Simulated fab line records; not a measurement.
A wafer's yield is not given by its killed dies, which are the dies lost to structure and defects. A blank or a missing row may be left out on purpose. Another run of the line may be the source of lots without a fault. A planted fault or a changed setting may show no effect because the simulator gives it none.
fab line records	flow n5Finfet	part 1 of 2: steps 1 to 4 of 6
record: lots: 20	wafers: 60	lastDay: 18
route steps=1938 shown BEOL_M0_SAQP@656 BEOL_M0_CUTY@710
lots that met no fault: taken from a fault-free run of the same line
startH: hours from the record's opening day to when the first of the lot's shown wafers began	waitH: hours since the lot's step before	" unchanged from the row above	L1.1+2: a row that stands for several wafers	- value missing, or start not given	* or withheld: withheld	< > ~ a bound
route shown NAME@n: NAME is a module with steps in the file, n the number in the route of the first one	usual: the fault-free wafers' mean and standard deviation	same: alike in all rows	chamber/n: place in a boat	sites: the reading at each site	_std_site: standard deviation across them	_edge_site: mean of outer sites minus mean of inner sites	radiusMm: how far each site lies from the wafer's centre	mask NAME#n: copy n	behind: the most recent tool/chamber to have shaped the wafer	hold: what put the lot on hold/how long, in hours/how the hold closed	device: the transistor (n, p or np) that didn't switch	end of line: the tests these same wafers got at the end of their route	a step without rows: its recipe alone	killed: dies that structure and defects cost at the first sort, which is not the same as the wafer's yield	map: shows each die of a wafer: x if killed, . if not, _ if none is there
set.NAME: the setting that was run; set.NAME@STEP: the one run at that earlier step	model.NAME: the simulator's own value behind a step, which no gauge read
a sample of lots followed through the steps of the route, with each step as a table and each wafer as a row
services: when a tool's chamber went out of use (startH, in hours from the record's first day, below 0 if earlier), for how many hours, and the reason
== steps ==
step: N5_BEOL_M0_SAQP_HM_OPEN_112
recipe: chemistry: CHF3/O2	target: SiO2	stopOn: a-Si	targetDepthA: 120	overEtchFrac: 1.25	maskMaterial: SOC	timeS: 13.5	pressureMtorr: 30	sourceW: 650	biasW: 170	Ar_flow_sccm: 200	CHF3_flow_sccm: 50	O2_flow_sccm: 5	ionEnergyEv: 200	ends: endPoint
usual: O2_flow_sccm: 5.002/0.016	drypumpMotorCurrentA: 5.81/0.24	oes_ar_750_au: 0.78/0.087	oesProductAu: 0.51/0.056	rfFwdPowerW: 644.9/2.3	rfVppV: 523/8.3	showerheadPlenumPTorr: 2.42/0.075	throttleValvePct: 18.83/0.29
lot.wafer	tool	chamber	startH	waitH	O2_flow_sccm	drypumpMotorCurrentA	oes_ar_750_au	oesProductAu	rfFwdPowerW	rfHoursCounterH	rfVppV	showerheadPlenumPTorr	throttleValvePct
L074.3	rieDiel-06	1	107.74	0.0	5.023	5.42	0.78	0.51	646.6	133	525	2.50	18.79
L074.4	"	3	"	"	4.996	5.85	0.91	0.58	645.3	30	517	2.35	18.37
L074.6	"	3	"	"	4.990	5.85	0.91	0.59	649.9	-	516	2.35	18.39
L075.1	rieDiel-05	2	112.96	0.0	4.970	6.04	0.71	0.47	647.0	176	513	2.31	19.12
L075.3	"	0	"	"	4.998	5.63	0.67	0.44	645.3	237	539	2.47	18.69
L075.5	"	3	"	"	5.008	5.63	0.97	0.64	643.1	-	527	2.46	18.71
L076.3	rieDiel-06	2	123.16	0.0	5.002	5.86	0.76	0.49	644.2	149	535	2.40	18.91
L076.5	"	0	"	"	4.980	6.10	0.73	0.48	646.5	-	512	2.41	19.03
L076.6	"	1	"	"	4.996	5.41	0.78	0.50	646.7	-	523	2.49	18.78
L078.3	rieDiel-06	0	134.15	0.0	5.020	6.09	0.72	0.47	646.3	196	513	2.41	19.02
L078.5	"	2	"	"	5.014	5.82	0.76	0.50	645.5	-	534	2.40	18.92
L078.6	"	3	"	"	5.010	5.85	0.89	0.58	641.1	-	517	2.35	18.40
L079.2	rieDiel-06	1	144.71	0.0	5.019	5.41	0.77	0.49	641.5	144	523	2.49	18.77
L079.3	"	0	"	"	5.012	6.09	0.73	0.47	643.5	198	514	2.41	19.03
L079.6	"	0	"	"	4.971	6.07	0.73	0.47	642.6	-	514	2.41	19.02
L080.1	rieDiel-05	1	150.18	0.0	5.033	5.92	0.70	0.47	642.6	197	526	2.50	19.19
L080.2	"	3	"	"	5.009	5.65	0.93	0.61	642.7	14	525	2.46	18.73
L080.3	"	2	"	"	4.993	6.06	0.71	0.46	642.7	188	510	2.31	19.14
L082.4	rieDiel-06	3	157.91	0.0	5.022	5.83	0.89	0.56	646.0	47	518	2.35	18.42
L082.5	"	2	"	"	4.997	5.87	0.75	0.49	644.1	-	533	2.40	18.95
L082.6	"	3	"	"	4.971	5.82	0.88	0.56	643.8	-	515	2.35	18.41
L083.3	rieDiel-05	3	162.23	0.0	5.012	5.64	0.91	0.59	643.8	19	528	2.45	18.73
L083.4	"	2	"	"	5.024	6.03	0.70	0.45	644.2	-	511	2.31	19.16
L083.6	"	1	"	"	4.975	5.90	0.70	0.46	647.1	-	528	2.50	19.21
L084.1	rieDiel-03	1	171.36	0.0	4.995	6.37	0.71	0.48	646.4	160	525	2.50	18.48
L084.4	"	0	"	"	4.989	5.62	0.90	0.60	640.9	32	531	2.45	18.58
L084.6	"	3	"	"	4.957	5.45	0.79	0.53	643.2	-	528	2.33	18.91
L085.2	rieDiel-06	1	175.95	0.0	5.007	5.39	0.76	0.50	647.2	153	525	2.49	18.78
L085.3	"	3	"	"	5.006	5.85	0.87	0.55	648.3	52	516	2.35	18.42
L085.4	"	1	"	"	5.029	5.40	0.77	0.49	644.5	-	522	2.49	18.83
L087.1	rieDiel-06	1	189.76	0.0	4.995	5.41	0.77	0.50	642.8	157	522	2.49	18.82
L087.4	"	3	"	"	5.019	5.85	0.86	0.56	645.4	56	516	2.34	18.44
L087.5	"	0	"	"	5.020	6.09	0.71	0.47	646.2	-	513	2.40	19.05
L088.1	rieDiel-05	0	193.40	0.0	5.009	5.60	0.93	0.61	643.5	5	537	2.47	18.34
L088.3	"	1	"	"	5.017	5.90	0.68	0.45	644.5	213	526	2.49	19.20
L088.6	"	1	"	"	4.990	5.92	0.69	0.46	643.0	-	527	2.49	19.22
L089.3	rieDiel-05	1	198.28	0.0	5.004	5.90	0.68	0.45	644.5	214	528	2.49	19.24
L089.4	"	3	"	"	5.014	5.65	0.89	0.58	645.9	31	527	2.45	18.75
L089.6	"	3	"	"	5.003	5.63	0.89	0.58	642.5	-	527	2.45	18.74
L090.2	rieDiel-05	1	202.11	0.0	5.000	5.92	0.69	0.46	642.9	216	526	2.49	19.21
L090.4	"	2	"	"	5.017	6.09	0.69	0.46	648.8	-	511	2.30	19.16
L090.6	"	1	"	"	5.015	5.94	0.69	0.46	645.7	-	526	2.49	19.23
L091.2	rieDiel-03	1	222.28	0.0	5.012	6.36	0.70	0.47	649.1	177	523	2.49	18.50
L091.4	"	0	"	"	5.040	5.62	0.88	0.57	644.5	49	532	2.45	18.61
L091.5	"	3	"	"	5.006	5.47	0.79	0.52	642.0	-	527	2.33	18.95
L094.3	rieDiel-06	0	229.65	0.0	5.004	6.06	0.71	0.46	642.9	226	513	2.40	19.07
L094.4	"	3	"	"	5.005	5.86	0.85	0.54	648.2	69	515	2.34	18.44
L094.5	"	2	"	"	5.006	5.83	0.73	0.48	645.0	-	534	2.39	18.97
L092.1	rieDiel-05	2	233.08	0.0	5.015	6.04	0.69	0.45	643.6	216	510	2.30	19.18
L092.2	"	3	"	"	5.023	5.64	0.87	0.57	643.3	39	526	2.45	18.76
L092.5	"	1	"	"	5.004	5.91	0.68	0.45	650.7	-	527	2.49	19.23
L095.2	rieDiel-05	0	235.49	0.0	4.986	5.64	0.90	0.58	643.9	19	537	2.46	18.35
L095.3	"	2	"	"	5.014	6.06	0.69	0.45	642.8	217	512	2.30	19.19
L095.5	"	1	"	"	4.993	5.94	0.68	0.45	643.2	-	528	2.49	19.24
L096.2	rieDiel-03	1	241.84	0.0	5.006	6.33	0.71	0.47	646.4	184	525	2.49	18.53
L096.4	"	0	"	"	5.011	5.61	0.87	0.57	643.5	56	532	2.44	18.63
L096.6	"	2	"	"	4.990	5.70	0.86	0.56	647.5	-	528	2.56	18.56
L097.2	rieDiel-06	0	246.98	0.0	5.014	6.12	0.70	0.46	647.6	231	513	2.39	19.07
L097.3	"	1	"	"	5.016	5.41	0.75	0.49	649.1	176	524	2.48	18.85
L097.5	"	0	"	"	4.996	6.12	0.70	0.46	645.5	-	513	2.39	19.08
step: N5_BEOL_M0_SAQP_STRIP_86
recipe: chemistry: N2/H2	powerW: 500	tempC: 40	pressureMtorr: 50	rfFrequencyHz: 6e+07	overashFraction: 0.3	biasPowerW: 28	h2Frac: 0.5	n2FlowSccm: 300	h2FlowSccm: 300
usual: drypumpMotorCurrentA: 5.82/0.28	n2FlowSccm: 299.9/0.92	oesProductAu: 0.79/0.087	rfVppV: 122.0/1.2	showerheadPlenumPTorr: 3.40/0.11	throttleValvePct: 19.0/0.47
lot.wafer	tool	chamber	startH	waitH	drypumpMotorCurrentA	n2FlowSccm	oesProductAu	rfHoursCounterH	rfVppV	showerheadPlenumPTorr	throttleValvePct
L074.3	rieDiel-05	0	108.20	0.3	5.63	300.8	0.69	235	122.6	3.45	18.8
L074.4	"	1	"	"	5.92	299.2	0.73	-	124.6	3.48	19.3
L074.6	"	0	"	"	5.66	298.8	0.68	-	121.4	3.45	18.8
L075.1	rieDiel-05	0	113.14	0.1	5.64	300.2	0.68	237	123.0	3.45	18.8
L075.3	"	1	"	"	5.95	301.8	0.73	186	121.3	3.48	19.3
L075.5	"	0	"	"	5.66	301.0	0.69	-	122.7	3.45	18.8
L076.3	rieDiel-03	1	123.41	0.1	6.33	299.6	0.73	146	121.3	3.50	18.6
L076.5	"	0	"	"	5.62	299.6	0.94	-	120.8	3.46	19.7
L076.6	"	1	"	"	6.37	299.1	0.73	-	123.0	3.50	18.6
L078.3	rieDiel-05	3	134.33	0.1	5.62	299.5	0.93	8	122.7	3.42	18.6
L078.5	"	2	"	"	6.04	300.4	0.72	-	121.0	3.23	19.2
L078.6	"	1	"	"	5.94	299.9	0.70	-	122.0	3.47	19.4
L079.2	rieDiel-05	1	144.99	0.2	5.90	300.1	0.71	195	123.3	3.47	19.4
L079.3	"	0	"	"	5.64	300.9	0.68	246	123.0	3.44	18.9
L079.6	"	0	"	"	5.64	299.9	0.70	-	122.6	3.44	18.9
L080.1	rieDiel-06	3	150.36	0.1	5.87	300.6	0.89	44	120.7	3.27	18.1
L080.2	"	1	"	"	5.42	299.7	0.78	145	122.0	3.50	19.5
L080.3	"	2	"	"	5.87	299.4	0.76	157	119.8	3.37	19.5
L082.4	rieDiel-03	2	158.09	0.1	5.72	299.0	0.90	41	123.2	3.56	18.5
L082.5	"	3	"	"	5.48	299.4	0.79	-	123.2	3.27	19.3
L082.6	"	2	"	"	5.73	299.7	0.90	-	121.6	3.56	18.5
L083.3	rieDiel-05	3	162.58	0.2	5.66	298.6	0.91	19	121.2	3.41	18.6
L083.4	"	3	"	"	5.64	299.5	0.91	-	122.2	3.41	18.6
L083.6	"	1	"	"	5.91	301.4	0.72	-	118.8	3.47	19.3
L084.1	rieDiel-03	2	171.54	0.1	5.69	299.4	0.90	44	121.8	3.55	18.5
L084.4	"	1	"	"	6.37	300.7	0.72	160	123.6	3.49	18.6
L084.6	"	2	"	"	5.71	301.7	0.91	-	124.2	3.55	18.5
L085.2	rieDiel-03	1	176.14	0.1	6.35	299.3	0.73	161	121.1	3.49	18.6
L085.3	"	2	"	"	5.72	299.3	0.90	45	122.1	3.55	18.5
L085.4	"	3	"	"	5.47	297.8	0.79	117	121.1	3.27	19.3
L087.1	rieDiel-03	0	189.94	0.1	5.63	301.3	0.91	39	122.0	3.44	19.7
L087.4	"	1	"	"	6.37	299.8	0.71	-	121.8	3.49	18.6
L087.5	"	0	"	"	5.62	298.5	0.90	-	122.5	3.44	19.7
L088.1	rieDiel-05	1	193.58	0.1	5.93	300.2	0.70	213	123.0	3.46	19.4
L088.3	"	0	"	"	5.63	299.3	0.98	5	121.6	3.44	18.5
L088.6	"	2	"	"	6.07	299.2	0.71	-	120.8	3.22	19.3
L089.3	rieDiel-06	2	198.53	0.1	5.85	299.7	0.75	169	121.0	3.36	19.6
L089.4	"	1	"	"	5.40	301.4	0.76	160	121.2	3.49	19.5
L089.6	"	0	"	"	6.12	297.9	0.72	-	122.9	3.31	18.8
L090.2	rieDiel-03	2	202.35	0.1	5.71	298.7	0.88	56	123.5	3.55	18.5
L090.4	"	3	"	"	5.49	299.8	0.79	122	120.5	3.27	19.4
L090.6	"	2	"	"	5.74	300.4	0.89	-	122.3	3.55	18.5
L091.2	rieDiel-03	3	222.46	0.1	5.48	300.1	0.77	128	122.5	3.27	19.4
L091.4	"	1	"	"	6.35	299.6	0.71	177	123.3	3.48	18.6
L091.5	"	1	"	"	6.37	300.0	0.72	-	122.3	3.48	18.6
L094.3	rieDiel-06	1	229.83	0.1	5.43	300.4	0.76	170	122.0	3.49	19.6
L094.4	"	0	"	"	6.15	300.1	0.70	226	123.6	3.30	18.8
L094.5	"	1	"	"	5.41	299.6	0.75	-	122.2	3.49	19.6
L092.1	rieDiel-03	3	233.73	0.5	5.47	299.1	0.78	132	121.7	3.26	19.4
L092.2	"	0	"	"	5.61	299.8	0.88	53	121.2	3.44	19.8
L092.5	"	2	"	"	5.73	300.1	0.87	-	123.2	3.54	18.5
L095.2	rieDiel-06	2	235.68	0.1	5.83	298.1	0.75	181	121.0	3.35	19.6
L095.3	"	1	"	"	5.42	300.5	0.75	172	121.9	3.48	19.6
L095.5	"	3	"	"	5.87	300.7	0.84	-	120.2	3.25	18.1
L096.2	rieDiel-05	0	242.09	0.1	5.66	299.6	0.92	21	123.3	3.43	18.5
L096.4	"	2	"	"	6.05	299.2	0.69	-	119.8	3.21	19.3
L096.6	"	1	"	"	5.90	300.2	0.70	-	121.5	3.45	19.4
L097.2	rieDiel-03	0	247.17	0.1	5.61	301.0	0.88	58	122.6	3.43	19.7
L097.3	"	3	"	"	5.46	300.7	0.78	136	120.8	3.26	19.4
L097.5	"	1	"	"	6.31	299.5	0.71	-	123.9	3.48	18.6
step: N5_BEOL_M0_SAQP_RECESS_109
recipe: chemistry: HF/NH3	target: SiO2	targetDepthA: 30	afsCycles: 1	tempC: 30	sublimationTempC: 180	sublimationTimeS: 60
usual: drypumpMotorCurrentA: 5.77/0.26
lot.wafer	tool	chamber	startH	waitH	drypumpMotorCurrentA
L074.3	vaporEtch-02	0	110.76	0.1	5.88
L074.4	"	1	"	"	5.37
L074.6	"	0	"	"	5.88
L075.1	vaporEtch-02	0	115.55	0.0	5.90
L075.3	"	1	"	"	5.37
L075.5	"	1	"	"	5.36
L076.3	vaporEtch-01	0	125.51	0.1	5.96
L076.5	"	1	"	"	6.00
L076.6	"	0	"	"	6.00
L078.3	vaporEtch-01	1	137.30	0.1	6.00
L078.5	"	0	"	"	5.91
L078.6	"	1	"	"	6.00
L079.2	vaporEtch-02	0	147.48	0.0	5.91
L079.3	"	0	"	"	5.90
L079.6	"	0	"	"	5.90
L080.1	vaporEtch-01	1	152.77	0.0	6.04
L080.2	"	0	"	"	5.86
L080.3	"	0	"	"	5.88
L082.4	vaporEtch-01	1	160.19	0.1	5.97
L082.5	"	1	"	"	5.99
L082.6	"	0	"	"	5.93
L083.3	vaporEtch-01	1	164.77	0.1	5.99
L083.4	"	0	"	"	5.89
L083.6	"	0	"	"	5.92
L084.1	vaporEtch-02	1	173.77	0.0	5.36
L084.4	"	0	"	"	5.91
L084.6	"	1	"	"	5.35
L085.2	vaporEtch-02	1	178.28	0.0	5.36
L085.3	"	1	"	"	5.35
L085.4	"	0	"	"	5.88
L087.1	vaporEtch-02	0	193.04	0.0	5.88
L087.4	"	0	"	"	5.88
L087.5	"	0	"	"	5.89
L088.1	vaporEtch-01	0	195.64	0.0	5.90
L088.3	"	0	"	"	5.91
L088.6	"	1	"	"	5.97
L089.3	vaporEtch-02	1	200.63	0.1	5.37
L089.4	"	0	"	"	5.88
L089.6	"	1	"	"	5.34
L090.2	vaporEtch-02	0	205.03	0.0	5.88
L090.4	"	1	"	"	5.38
L090.6	"	1	"	"	5.37
L091.2	vaporEtch-02	1	225.17	0.0	5.36
L091.4	"	0	"	"	5.90
L091.5	"	0	"	"	5.89
L094.3	vaporEtch-02	1	231.93	0.1	5.34
L094.4	"	0	"	"	5.88
L094.5	"	1	"	"	5.37
L092.1	vaporEtch-01	1	235.90	0.0	6.01
L092.2	"	0	"	"	5.91
L092.5	"	1	"	"	6.00
L095.2	vaporEtch-01	0	237.83	0.0	5.90
L095.3	"	1	"	"	6.01
L095.5	"	1	"	"	5.99
L096.2	vaporEtch-02	1	244.15	0.0	5.36
L096.4	"	0	"	"	5.88
L096.6	"	1	"	"	5.37
L097.2	vaporEtch-02	1	249.41	0.0	5.38
L097.3	"	0	"	"	5.87
L097.5	"	0	"	"	5.89
step: N5_BEOL_M0_SAQP_MANDREL2_REMOVE_110
recipe: chemistry: HBr/Cl2/O2	btTimeS: 10	target: a-Si	stopOn: SiCN	endpoint: OES-SiCl	overEtchFrac: 1	icpW: 600	biasW: 30	HBr_flow_sccm: 150	Cl2_flow_sccm: 80	O2_flow_sccm: 5	pressureMtorr: 10
usual: O2_flow_sccm: 5.001/0.018	drypumpMotorCurrentA: 5.7/0.55	oesProductAu: 1.003/0.015	rfFwdPowerW: 596.8/2.2	throttleValvePct: 36.68/0.22
lot.wafer	tool	chamber	startH	waitH	O2_flow_sccm	drypumpMotorCurrentA	oesProductAu	rfFwdPowerW	rfHoursCounterH	throttleValvePct
L074.3	rieSi-01	2	112.01	0.1	4.983	5.8	1.026	597.8	196	36.66
L074.4	"	3	"	"	5.019	6.7	1.009	596.1	195	36.69
L074.6	"	1	"	"	4.996	5.3	0.999	594.8	-	36.35
L075.1	rieSi-01	2	116.89	0.1	4.966	5.8	1.022	599.3	196	36.68
L075.3	"	0	"	"	5.009	6.2	1.029	597.7	149	36.66
L075.5	"	3	"	"	4.981	6.7	1.027	597.6	-	36.70
L076.3	rieSi-02	1	126.27	0.1	5.013	6.4	1.024	596.4	41	36.87
L076.5	"	3	"	"	4.993	6.0	0.983	594.9	-	36.91
L076.6	"	0	"	"	4.986	5.6	1.010	596.7	-	36.39
L078.3	rieSi-03	0	138.05	0.1	4.993	4.7	1.019	598.4	12	36.72
L078.5	"	0	"	"	4.996	4.7	1.011	604.2	-	36.69
L078.6	"	1	"	"	4.999	5.2	1.005	598.5	-	36.86
L079.2	rieSi-02	2	148.45	0.1	4.978	5.4	0.976	594.0	5	36.58
L079.3	"	3	"	"	4.958	6.0	0.968	595.2	132	36.91
L079.6	"	3	"	"	4.986	6.0	0.968	594.9	-	36.91
L080.1	rieSi-01	0	153.55	0.1	5.006	6.1	1.025	600.2	150	36.65
L080.2	"	1	"	"	5.010	5.4	0.998	597.4	37	36.36
L080.3	"	2	"	"	4.992	5.8	1.009	600.3	0	36.71
L082.4	rieSi-03	2	161.87	0.0	4.999	5.4	1.014	595.1	160	36.99
L082.5	"	0	"	"	4.993	4.7	1.021	595.4	-	36.69
L082.6	"	3	"	"	4.992	6.1	0.998	599.5	-	36.51
L083.3	rieSi-03	3	165.51	0.1	5.019	6.1	0.983	599.1	105	36.50
L083.4	"	2	"	"	4.976	5.5	1.000	594.3	160	37.00
L083.6	"	2	"	"	4.977	5.5	1.010	596.6	-	37.00
L084.1	rieSi-03	2	174.82	0.1	4.991	5.5	1.017	597.0	160	37.00
L084.4	"	3	"	"	4.986	6.1	0.986	601.1	105	36.52
L084.6	"	1	"	"	4.993	5.2	0.999	592.7	-	36.87
L085.2	rieSi-01	1	179.73	0.1	5.009	5.4	0.994	597.3	38	36.35
L085.3	"	3	"	"	5.007	6.7	0.997	597.7	0	36.28
L085.4	"	2	"	"	5.034	5.8	0.995	594.6	1	36.68
L087.1	rieSi-02	1	193.82	0.1	5.008	6.4	1.006	599.4	43	36.90
L087.4	"	3	"	"	5.025	6.0	0.972	596.6	133	36.90
L087.5	"	0	"	"	4.991	5.6	1.015	595.9	-	36.39
L088.1	rieSi-01	1	196.50	0.1	4.992	5.4	0.998	596.4	38	36.36
L088.3	"	0	"	"	5.006	6.1	1.034	599.3	151	36.67
L088.6	"	3	"	"	5.012	6.7	1.003	598.6	-	36.27
L089.3	rieSi-02	2	201.67	0.1	4.963	5.4	0.989	598.3	6	36.56
L089.4	"	1	"	"	5.013	6.4	1.018	595.1	43	36.91
L089.6	"	3	"	"	5.009	6.0	0.969	595.2	-	36.91
L090.2	rieSi-02	1	205.81	0.1	4.989	6.4	1.016	593.3	43	36.90
L090.4	"	3	"	"	5.019	6.0	0.970	593.8	133	36.90
L090.6	"	3	"	"	5.007	6.0	0.978	595.2	-	36.92
L091.2	rieSi-02	0	225.95	0.1	5.012	5.6	0.998	592.8	47	36.42
L091.4	"	2	"	"	5.009	5.4	0.986	598.6	6	36.59
L091.5	"	3	"	"	5.011	6.0	0.981	596.4	-	36.90
L094.3	rieSi-03	0	232.67	0.1	4.997	4.7	1.006	596.4	14	36.70
L094.4	"	3	"	"	4.992	6.1	0.980	596.9	106	36.51
L094.5	"	1	"	"	5.010	5.2	1.000	597.8	-	36.87
L092.1	rieSi-03	1	236.68	0.1	4.999	5.2	1.001	596.2	6	36.87
L092.2	"	0	"	"	5.017	4.7	1.009	596.5	14	36.69
L092.5	"	1	"	"	5.007	5.2	1.002	592.4	-	36.86
L095.2	rieSi-01	0	238.77	0.1	5.021	6.1	1.027	597.7	151	36.67
L095.3	"	1	"	"	5.024	5.4	0.996	593.6	39	36.37
L095.5	"	2	"	"	5.035	5.8	0.990	592.6	-	36.69
L096.2	rieSi-01	0	244.94	0.1	4.992	6.2	1.025	596.7	151	36.66
L096.4	"	3	"	"	5.047	6.7	1.011	599.6	2	36.28
L096.6	"	3	"	"	5.018	6.7	0.995	599.4	-	36.29
L097.2	rieSi-03	3	250.40	0.1	4.960	6.1	0.981	595.1	106	36.51
L097.3	"	2	"	"	4.981	5.5	1.014	595.6	161	37.01
L097.5	"	2	"	"	4.956	5.5	1.016	594.1	-	37.00
